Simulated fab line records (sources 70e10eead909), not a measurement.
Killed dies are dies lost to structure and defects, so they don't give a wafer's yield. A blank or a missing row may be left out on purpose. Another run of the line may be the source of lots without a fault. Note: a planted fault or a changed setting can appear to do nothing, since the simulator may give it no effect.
Chamber matching | flow nand-harc | pecvd-01 running NHARC_P_CONTACT_DEP_30: 3 sister chambers
The step deposits SiNx, target thk 30 nm. 16 wafers are shown with their chamber, then 8 later ones without.

== EACH WAFER AND ITS CHAMBER ==
wafer  | chamber | heater-power-w (W)
L526.1 | 1       | 837
L526.2 | 2       | 728
L526.5 | 1       | 873
L529.2 | 2       | 616
L529.3 | 1       | 838
L529.5 | 0       | 613
L530.3 | 1       | 902
L530.5 | 0       | 710
L530.6 | 2       | 667
L534.1 | 1       | 754
L534.2 | 0       | 724
L534.4 | 0       | 720
L536.3 | 2       | 578
L536.4 | 0       | 684
L536.5 | 1       | 827
L538.1 | 1       | 785

SIGNATURES, as means of the wafers listed above
reading        | chamber 0 | chamber 1 | chamber 2 | scatter within a chamber
heater-power-w | 690.20    | 830.86    | 647.25    | 52.7
Rule: distance of a wafer from a chamber = root of the sum over the readings of ((wafer's reading minus chamber's mean) / reading's scatter) squared. The wafer belongs to the nearest chamber; if the next one is less than 2 further off, it can't be placed. The scatter: the root of (the sum of the squares of (reading less its chamber's mean) over the shown wafers, divided by (wafers less chambers)).

== WAFERS WITH NO CHAMBER GIVEN ==
wafer  | heater-power-w (W)
L538.3 | 687
L538.6 | 680
L544.1 | 790
L544.2 | 675
L544.6 | 686
L548.1 | 684
L548.3 | 859
L548.5 | 704

== THE CHAMBER EACH PASSED THROUGH ==
wafer  | from the rows above          | in truth
L538.3 | can't be placed: 0 or 2      | 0
L538.6 | can't be placed: 0 or 2      | 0
L544.1 | can't be placed: 1 or 0 or 2 | 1
L544.2 | can't be placed: 0 or 2      | 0
L544.6 | can't be placed: 0 or 2      | 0
L548.1 | can't be placed: 0 or 2      | 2
L548.3 | 1                            | 1
L548.5 | can't be placed: 0 or 2      | 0
Correct placement for 1 of the 8. Not placeable from these rows: 7 (in 7, the candidates include the true chamber). Placed wrongly: 0.
